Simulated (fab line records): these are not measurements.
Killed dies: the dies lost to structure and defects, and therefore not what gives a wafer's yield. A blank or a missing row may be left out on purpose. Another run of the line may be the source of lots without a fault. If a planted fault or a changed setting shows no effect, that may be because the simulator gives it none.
fab line records	flow nand-harc
record lots=24	wafers=72	last-day=24
route steps=1159 shown P_START@1 P_CONTACT@217 P_M2@334 P_BONDPAD@370 A_ONON_D1@427
lots with no fault: from the same line, run without faults
start-h: hours from the record's opening day to when the first of the lot's shown wafers began	wait-h: time in hours since the lot's previous step	" identical to the entry in the row above	L1.1+2: several wafers, shown together as one row	- no value, or no start given	* or withheld: withheld	< > ~ a bound
route shown NAME@n: NAME is a module with steps in the file, n the number in the route of the first one	usual: mean/standard deviation taken from wafers without a fault	same: alike in all rows	chamber/n: place in a boat	sites: per-site readings	_std_site: their standard deviation	_edge_site: inner sites' mean taken away from outer sites' mean	radius-mm: for every site, how far away it sits from the centre of the wafer	mask NAME#n: copy n	behind: tool/chamber where the wafer was last shaped	hold: what put the lot on hold/how long, in hours/how the hold closed	device: the transistor (n, p or np) that didn't switch	end of line: at the end of the route, the tests of the same wafers	for a step that has no rows: nothing shown but its recipe	killed: not the wafer's yield, but the dies lost to structure and defects at the first sort	map: per-die view of a wafer (x killed, . not killed, _ where there is no die)
set.NAME: the run value of the setting; set.NAME@STEP: its run value at that earlier step	model.NAME: the simulator's own value behind a step, which no gauge read
the route's steps for a sample of lots (tables are steps, rows are wafers)
services: the hour from which a tool's chamber was out of use, counted from the record's first day as start-h (under 0 if before that day), plus the number of hours and why
## steps
# step NHARC_P_START_INSPECT_01
# usual raw-defect-count=3.6/1.9
lot.wafer	tool	chamber	start-h	wait-h	raw-defect-count
L074.3	defect-inspect-01	-	12.04	-	4
L074.4	"	-	"	"	1
L074.6	"	-	"	"	3
L075.1	defect-inspect-02	-	18.04	-	3
L075.4	"	-	"	"	5
L075.6	"	-	"	"	2
L076.2	defect-inspect-02	-	24.04	-	6
L076.3	"	-	"	"	1
L076.6	"	-	"	"	5
L077.1	defect-inspect-02	-	30.03	-	2
L077.4	"	-	"	"	3
L077.6	"	-	"	"	4
L078.2	defect-inspect-01	-	36.04	-	3
L078.5	"	-	"	"	3
L078.6	"	-	"	"	5
L079.3	defect-inspect-02	-	42.04	-	7
L079.4	"	-	"	"	4
L079.6	"	-	"	"	4
L080.2	defect-inspect-01	-	48.04	-	5
L080.3	"	-	"	"	3
L080.5	"	-	"	"	2
L081.1	defect-inspect-02	-	54.03	-	7
L081.2	"	-	"	"	4
L081.5	"	-	"	"	2
L082.1	defect-inspect-01	-	60.04	-	4
L082.2	"	-	"	"	6
L082.4	"	-	"	"	1
L083.1	defect-inspect-02	-	66.04	-	4
L083.4	"	-	"	"	6
L083.5	"	-	"	"	4
L084.3	defect-inspect-02	-	72.05	-	4
L084.4	"	-	"	"	2
L084.6	"	-	"	"	7
L085.1	defect-inspect-01	-	78.04	-	6
L085.2	"	-	"	"	5
L085.5	"	-	"	"	4
L086.1	defect-inspect-02	-	84.03	-	3
L086.2	"	-	"	"	1
L086.4	"	-	"	"	3
L087.1	defect-inspect-01	-	90.04	-	2
L087.3	"	-	"	"	2
L087.5	"	-	"	"	5
L088.3	defect-inspect-02	-	96.04	-	1
L088.4	"	-	"	"	5
L088.6	"	-	"	"	3
L089.4	defect-inspect-02	-	102.04	-	3
L089.5	"	-	"	"	4
L089.6	"	-	"	"	6
L090.1	defect-inspect-01	-	108.04	-	3
L090.2	"	-	"	"	6
L090.6	"	-	"	"	3
L091.2	defect-inspect-02	-	114.04	-	0
L091.3	"	-	"	"	4
L091.6	"	-	"	"	3
L092.2	defect-inspect-01	-	120.04	-	2
L092.3	"	-	"	"	2
L092.6	"	-	"	"	3
L093.2	defect-inspect-01	-	126.04	-	3
L093.5	"	-	"	"	3
L093.6	"	-	"	"	2
L094.1	defect-inspect-02	-	132.04	-	5
L094.2	"	-	"	"	0
L094.4	"	-	"	"	0
L095.2	defect-inspect-02	-	138.04	-	8
L095.3	"	-	"	"	4
L095.4	"	-	"	"	1
L096.1	defect-inspect-02	-	144.04	-	5
L096.3	"	-	"	"	5
L096.4	"	-	"	"	0
L097.4	defect-inspect-01	-	150.04	-	4
L097.5	"	-	"	"	2
L097.6	"	-	"	"	9
# step NHARC_P_CONTACT_DEP_30
# recipe target-thk-a=300	temp-c=400	target-thk-nm=30	flow-sccm=200	rf-w=450	material=SiNx
# usual heater-power-w=700/69	rf-fwd-power-W=448.8/1.5
lot.wafer	tool	chamber	start-h	wait-h	heater-power-w	rf-fwd-power-W
L074.4	pecvd-01	2	108.32	0.2	810	448.0
L074.3	"	1	"	"	628	448.9
L074.6	"	2	"	"	801	448.7
L075.1	pecvd-02	2	118.50	0.1	602	450.0
L075.4	"	0	"	"	698	446.9
L075.6	"	1	"	"	765	448.7
L076.2	pecvd-01	0	118.95	0.4	707	450.3
L076.3	"	2	"	"	732	450.8
L076.6	"	1	"	"	697	449.0
L077.1	pecvd-03	1	125.55	0.1	669	448.3
L077.4	"	0	"	"	730	449.3
L077.6	"	0	"	"	728	448.2
L078.2	pecvd-01	1	134.09	0.1	694	450.5
L078.5	"	1	"	"	679	448.4
L078.6	"	2	"	"	807	448.1
L081.1	pecvd-01	2	146.41	0.1	890	450.6
L081.2	"	0	"	"	620	445.3
L081.5	"	1	"	"	642	447.4
L080.3	pecvd-03	2	147.67	0.1	682	447.3
L080.2	"	0	"	"	715	450.9
L080.5	"	0	"	"	732	452.7
L079.3	pecvd-03	0	149.70	0.5	745	449.6
L079.4	"	1	"	"	699	447.2
L079.6	"	0	"	"	747	448.2
L082.2	pecvd-01	0	156.69	0.6	675	446.9
L082.1	"	1	"	"	690	451.4
L082.4	"	2	"	"	793	449.1
L083.1	pecvd-01	1	160.73	0.2	663	448.9
L083.5	"	0	"	"	677	448.3
L083.4	"	2	"	"	878	450.8
L084.3	pecvd-03	2	161.38	0.1	705	448.4
L084.4	"	1	"	"	587	448.4
L084.6	"	2	"	"	704	447.1
L087.1	pecvd-02	2	186.20	0.1	712	445.4
L087.3	"	0	"	"	700	450.6
L087.5	"	0	"	"	722	449.5
L086.1	pecvd-01	1	187.14	0.1	613	448.3
L086.2	"	0	"	"	702	449.8
L086.4	"	0	"	"	705	448.8
L085.2	pecvd-03	0	192.54	0.1	775	448.4
L085.1	"	2	"	"	614	448.0
L085.5	"	1	"	"	655	450.6
L088.3	pecvd-01	2	197.00	0.2	822	449.1
L088.4	"	0	"	"	697	449.4
L088.6	"	2	"	"	817	449.1
L090.2	pecvd-03	1	202.15	0.1	581	448.0
L090.1	"	0	"	"	684	448.4
L090.6	"	0	"	"	695	448.8
L089.4	pecvd-01	0	202.89	0.2	628	447.8
L089.6	"	0	"	"	674	448.6
L089.5	"	2	"	"	811	448.3
L091.2	pecvd-03	2	211.97	0.1	668	449.0
L091.3	"	0	"	"	709	449.1
L091.6	"	1	"	"	594	448.9
L094.1	pecvd-02	0	218.14	0.1	746	448.6
L094.2	"	1	"	"	675	451.6
L094.4	"	2	"	"	697	445.9
L093.2	pecvd-03	2	219.63	0.1	617	448.5
L093.5	"	2	"	"	607	448.1
L093.6	"	1	"	"	670	450.1
L092.2	pecvd-02	0	224.78	0.2	684	449.0
L092.3	"	1	"	"	746	449.7
L092.6	"	0	"	"	716	446.9
L095.3	pecvd-01	2	235.95	0.1	709	446.8
L095.2	"	0	"	"	645	450.4
L095.4	"	0	"	"	642	450.4
L096.3	pecvd-03	2	236.30	0.1	663	448.7
L096.1	"	0	"	"	754	448.6
L096.4	"	0	"	"	759	448.1
L097.6	pecvd-03	1	248.93	0.2	630	447.4
L097.4	"	2	"	"	613	447.6
L097.5	"	0	"	"	746	447.9
# step NHARC_P_CONTACT_CD_MEAS_19
# usual cd-nm=89.9/1.9
lot.wafer	tool	chamber	start-h	wait-h	cd-nm
L074.3	cd-sem-03	-	111.06	-	91.5
L074.4	"	-	"	"	90.8
L074.6	"	-	"	"	91.2
L075.1	cd-sem-03	-	121.00	-	90.1
L075.4	"	-	"	"	88.0
L075.6	"	-	"	"	88.0
L076.2	cd-sem-03	-	121.55	-	88.5
L076.3	"	-	"	"	92.5
L076.6	"	-	"	"	92.5
L077.1	cd-sem-02	-	128.71	-	89.7
L077.4	"	-	"	"	87.9
L077.6	"	-	"	"	89.2
L078.2	cd-sem-02	-	136.58	-	90.7
L078.5	"	-	"	"	92.0
L078.6	"	-	"	"	88.8
L081.1	cd-sem-02	-	148.93	-	87.2
L081.2	"	-	"	"	84.5
L081.5	"	-	"	"	86.6
L080.2	cd-sem-01	-	150.25	-	88.9
L080.3	"	-	"	"	89.9
L080.5	"	-	"	"	90.9
L079.3	cd-sem-01	-	152.11	-	90.8
L079.4	"	-	"	"	94.5
L079.6	"	-	"	"	93.0
L082.1	cd-sem-01	-	159.29	-	88.8
L082.2	"	-	"	"	88.2
L082.4	"	-	"	"	90.1
L083.1	cd-sem-03	-	163.30	-	87.8
L083.4	"	-	"	"	90.7
L083.5	"	-	"	"	87.8
L084.3	cd-sem-02	-	163.96	-	89.6
L084.4	"	-	"	"	91.0
L084.6	"	-	"	"	89.3
L087.1	cd-sem-01	-	188.80	-	92.7
L087.3	"	-	"	"	89.1
L087.5	"	-	"	"	92.0
L086.1	cd-sem-01	-	190.13	-	88.8
L086.2	"	-	"	"	92.2
L086.4	"	-	"	"	90.5
L085.1	cd-sem-02	-	195.14	-	92.7
L085.2	"	-	"	"	87.1
L085.5	"	-	"	"	91.5
L088.3	cd-sem-02	-	199.73	-	89.1
L088.4	"	-	"	"	91.2
L088.6	"	-	"	"	90.7
L090.1	cd-sem-01	-	204.62	-	89.6
L090.2	"	-	"	"	88.3
L090.6	"	-	"	"	90.1
L089.4	cd-sem-03	-	205.74	-	88.4
L089.5	"	-	"	"	89.2
L089.6	"	-	"	"	92.0
L091.2	cd-sem-03	-	214.41	-	89.2
L091.3	"	-	"	"	90.6
L091.6	"	-	"	"	91.1
L094.1	cd-sem-01	-	220.70	-	86.1
L094.2	"	-	"	"	86.7
L094.4	"	-	"	"	88.0
L093.2	cd-sem-03	-	222.24	-	87.8
L093.5	"	-	"	"	91.6
L093.6	"	-	"	"	88.6
L092.2	cd-sem-02	-	227.38	-	89.0
L092.3	"	-	"	"	91.9
L092.6	"	-	"	"	89.4
L095.2	cd-sem-01	-	238.60	-	90.5
L095.3	"	-	"	"	88.8
L095.4	"	-	"	"	89.6
L096.1	cd-sem-01	-	238.96	-	88.5
L096.3	"	-	"	"	88.0
L096.4	"	-	"	"	88.5
L097.4	cd-sem-02	-	251.28	-	91.3
L097.5	"	-	"	"	91.6
L097.6	"	-	"	"	93.8
# step NHARC_P_M2_CD_MEAS_16
# usual cd-nm=169.7/0.74
lot.wafer	tool	chamber	start-h	wait-h	cd-nm
L074.3	cd-sem-01	-	127.88	-	169.0
L074.4	"	-	"	"	168.9
L074.6	"	-	"	"	170.3
L075.1	cd-sem-01	-	136.95	-	169.2
L075.4	"	-	"	"	168.2
L075.6	"	-	"	"	168.2
L076.2	cd-sem-01	-	137.34	-	169.4
L076.3	"	-	"	"	170.5
L076.6	"	-	"	"	170.0
L077.1	cd-sem-02	-	146.66	-	169.2
L077.4	"	-	"	"	169.6
L077.6	"	-	"	"	170.0
L078.2	cd-sem-01	-	148.10	-	169.5
L078.5	"	-	"	"	169.8
L078.6	"	-	"	"	169.9
L081.1	cd-sem-03	-	163.68	-	168.8
L081.2	"	-	"	"	168.5
L081.5	"	-	"	"	169.1
L080.2	cd-sem-02	-	164.97	-	170.0
L080.3	"	-	"	"	169.2
L080.5	"	-	"	"	169.8
L079.3	cd-sem-01	-	166.13	-	171.1
L079.4	"	-	"	"	171.5
L079.6	"	-	"	"	171.6
L082.1	cd-sem-02	-	171.61	-	169.5
L082.2	"	-	"	"	170.2
L082.4	"	-	"	"	169.4
L083.1	cd-sem-02	-	175.15	-	171.0
L083.4	"	-	"	"	170.1
L083.5	"	-	"	"	169.4
L084.3	cd-sem-01	-	180.11	-	168.7
L084.4	"	-	"	"	170.1
L084.6	"	-	"	"	169.5
L087.1	cd-sem-01	-	200.88	-	170.0
L087.3	"	-	"	"	169.4
L087.5	"	-	"	"	170.0
L086.1	cd-sem-03	-	201.90	-	168.0
L086.2	"	-	"	"	169.2
L086.4	"	-	"	"	169.2
L085.1	cd-sem-03	-	221.91	-	169.9
L085.2	"	-	"	"	169.8
L085.5	"	-	"	"	169.3
L088.3	cd-sem-03	-	223.41	-	169.1
L088.4	"	-	"	"	169.8
L088.6	"	-	"	"	170.0
L090.1	cd-sem-01	-	229.90	-	169.2
L090.2	"	-	"	"	170.1
L090.6	"	-	"	"	169.5
L089.4	cd-sem-01	-	230.62	-	170.5
L089.5	"	-	"	"	170.3
L089.6	"	-	"	"	169.9
L091.2	cd-sem-03	-	231.46	-	169.6
L091.3	"	-	"	"	168.2
L091.6	"	-	"	"	169.7
L094.1	cd-sem-01	-	239.37	-	168.8
L094.2	"	-	"	"	169.6
L094.4	"	-	"	"	168.1
L093.2	cd-sem-01	-	241.27	-	168.8
L093.5	"	-	"	"	169.2
L093.6	"	-	"	"	169.3
L092.2	cd-sem-02	-	241.66	-	169.8
L092.3	"	-	"	"	169.2
L092.6	"	-	"	"	168.5
L095.2	cd-sem-02	-	254.38	-	169.3
L095.3	"	-	"	"	169.9
L095.4	"	-	"	"	169.6
L096.1	cd-sem-03	-	255.18	-	169.6
L096.3	"	-	"	"	170.5
L096.4	"	-	"	"	169.6
L097.4	cd-sem-01	-	263.70	-	169.9
L097.5	"	-	"	"	170.6
L097.6	"	-	"	"	169.6
# step NHARC_P_BONDPAD_CD_MEAS_13
# usual cd-nm=499.4/2.2
lot.wafer	tool	chamber	start-h	wait-h	cd-nm
L074.3	cd-sem-03	-	132.33	-	500.7
L074.4	"	-	"	"	501.9
L074.6	"	-	"	"	500.4
L075.1	cd-sem-02	-	141.54	-	495.4
L075.4	"	-	"	"	497.6
L075.6	"	-	"	"	498.6
L076.2	cd-sem-02	-	142.26	-	500.5
L076.3	"	-	"	"	500.0
L076.6	"	-	"	"	497.7
L077.1	cd-sem-01	-	151.49	-	501.6
L077.4	"	-	"	"	501.7
L077.6	"	-	"	"	502.2
L078.2	cd-sem-02	-	153.01	-	499.0
L078.5	"	-	"	"	499.8
L078.6	"	-	"	"	501.2
L081.1	cd-sem-02	-	168.34	-	496.5
L081.2	"	-	"	"	499.1
L081.5	"	-	"	"	499.4
L080.2	cd-sem-03	-	169.57	-	500.2
L080.3	"	-	"	"	497.9
L080.5	"	-	"	"	497.6
L079.3	cd-sem-03	-	170.94	-	496.9
L079.4	"	-	"	"	496.8
L079.6	"	-	"	"	499.3
L082.1	cd-sem-03	-	176.25	-	497.4
L082.2	"	-	"	"	498.3
L082.4	"	-	"	"	497.0
L083.1	cd-sem-03	-	179.82	-	498.8
L083.4	"	-	"	"	501.4
L083.5	"	-	"	"	499.9
L084.3	cd-sem-01	-	184.91	-	502.5
L084.4	"	-	"	"	500.4
L084.6	"	-	"	"	500.1
L087.1	cd-sem-02	-	205.33	-	498.7
L087.3	"	-	"	"	502.0
L087.5	"	-	"	"	496.0
L086.1	cd-sem-02	-	206.67	-	495.7
L086.2	"	-	"	"	497.0
L086.4	"	-	"	"	494.8
L085.1	cd-sem-02	-	226.67	-	500.2
L085.2	"	-	"	"	502.2
L085.5	"	-	"	"	498.9
L088.3	cd-sem-02	-	228.03	-	496.7
L088.4	"	-	"	"	497.8
L088.6	"	-	"	"	499.2
L090.1	cd-sem-01	-	234.42	-	500.2
L090.2	"	-	"	"	498.8
L090.6	"	-	"	"	495.1
L089.4	cd-sem-01	-	235.13	-	500.9
L089.5	"	-	"	"	502.2
L089.6	"	-	"	"	500.5
L091.2	cd-sem-01	-	236.24	-	497.9
L091.3	"	-	"	"	495.9
L091.6	"	-	"	"	497.1
L094.1	cd-sem-03	-	243.95	-	498.3
L094.2	"	-	"	"	499.6
L094.4	"	-	"	"	497.3
L093.2	cd-sem-03	-	245.74	-	502.1
L093.5	"	-	"	"	501.1
L093.6	"	-	"	"	501.6
L092.2	cd-sem-01	-	246.24	-	501.7
L092.3	"	-	"	"	499.4
L092.6	"	-	"	"	502.0
L095.2	cd-sem-01	-	259.34	-	503.4
L095.3	"	-	"	"	504.0
L095.4	"	-	"	"	500.9
L096.1	cd-sem-02	-	259.81	-	496.8
L096.3	"	-	"	"	499.1
L096.4	"	-	"	"	501.3
L097.4	cd-sem-01	-	268.48	-	501.3
L097.5	"	-	"	"	502.2
L097.6	"	-	"	"	500.2
# step NHARC_A_ONON_D1_THK_MEAS_05
# recipe thk-meas-gauge=ellipsometry
# usual thk-nm=1001/15
lot.wafer	tool	chamber	start-h	wait-h	thk-nm
L074.3	film-metro-01	-	159.37	-	1006
L074.4	"	-	"	"	1006
L074.6	"	-	"	"	1007
L076.2	film-metro-01	-	168.74	-	1005
L076.3	"	-	"	"	1003
L076.6	"	-	"	"	1005
L075.1	film-metro-01	-	168.75	-	988
L075.4	"	-	"	"	988
L075.6	"	-	"	"	990
L077.1	film-metro-02	-	178.52	-	994
L077.4	"	-	"	"	995
L077.6	"	-	"	"	994
L078.2	film-metro-01	-	178.54	-	1015
L078.5	"	-	"	"	1015
L078.6	"	-	"	"	1017
L081.1	film-metro-02	-	197.57	-	1007
L081.2	"	-	"	"	1007
L081.5	"	-	"	"	1008
L080.2	film-metro-01	-	197.58	-	1015
L080.3	"	-	"	"	1015
L080.5	"	-	"	"	1016
L079.3	film-metro-02	-	197.62	-	1000
L079.4	"	-	"	"	998
L079.6	"	-	"	"	998
L082.1	film-metro-02	-	204.87	-	985
L082.2	"	-	"	"	987
L082.4	"	-	"	"	987
L083.1	film-metro-02	-	204.88	-	1006
L083.4	"	-	"	"	1006
L083.5	"	-	"	"	1007
L084.3	film-metro-02	-	214.32	-	962
L084.4	"	-	"	"	964
L084.6	"	-	"	"	965
L086.1	film-metro-01	-	232.17	-	989
L086.2	"	-	"	"	990
L086.4	"	-	"	"	989
L087.1	film-metro-02	-	232.17	-	1020
L087.3	"	-	"	"	1019
L087.5	"	-	"	"	1020
L085.1	film-metro-01	-	253.59	-	974
L085.2	"	-	"	"	973
L085.5	"	-	"	"	974
L088.3	film-metro-02	-	253.59	-	1013
L088.4	"	-	"	"	1012
L088.6	"	-	"	"	1011
L091.2	film-metro-01	-	261.28	-	991
L091.3	"	-	"	"	993
L091.6	"	-	"	"	991
L089.4	film-metro-02	-	261.28	-	1006
L089.5	"	-	"	"	1006
L089.6	"	-	"	"	1006
L090.1	film-metro-01	-	261.31	-	1007
L090.2	"	-	"	"	1006
L090.6	"	-	"	"	1007
L092.2	film-metro-01	-	270.75	-	1004
L092.3	"	-	"	"	1003
L092.6	"	-	"	"	1005
L093.2	film-metro-01	-	270.77	-	1025
L093.5	"	-	"	"	1022
L093.6	"	-	"	"	1021
L094.1	film-metro-02	-	270.77	-	1019
L094.2	"	-	"	"	1020
L094.4	"	-	"	"	1020
L095.2	film-metro-01	-	285.64	-	979
L095.3	"	-	"	"	979
L095.4	"	-	"	"	979
L096.1	film-metro-02	-	285.65	-	1004
L096.3	"	-	"	"	1005
L096.4	"	-	"	"	1005
L097.4	film-metro-01	-	296.60	-	1010
L097.5	"	-	"	"	1008
L097.6	"	-	"	"	1011
## services
tool	chamber	start-h	hours	kind
pecvd-03	0	96.22	8.7	repair
pecvd-01	0	107.95	4.8	repair
pecvd-03	-	111.00	13.0	pm
pecvd-03	0	111.00	13.0	vent-cycle
pecvd-03	1	111.00	13.0	vent-cycle
pecvd-03	2	111.00	13.0	vent-cycle
pecvd-03	0	124.00	-	clean
pecvd-03	1	124.00	-	clean
pecvd-03	2	124.00	-	clean
pecvd-03	2	125.43	4.9	repair
pecvd-03	2	141.84	4.6	repair
pecvd-02	-	153.53	13.0	pm
pecvd-02	0	153.53	13.0	vent-cycle
pecvd-02	1	153.53	13.0	vent-cycle
pecvd-02	2	153.53	13.0	vent-cycle
pecvd-02	0	166.53	-	clean
pecvd-02	1	166.53	-	clean
pecvd-03	-	189.66	0.6	repair
pecvd-01	-	195.76	0.9	repair
pecvd-02	-	219.77	1.0	repair
pecvd-01	-	237.11	13.0	pm
pecvd-01	0	237.11	13.0	vent-cycle
pecvd-01	1	237.11	13.0	vent-cycle
pecvd-01	2	237.11	13.0	vent-cycle
## key
fault none
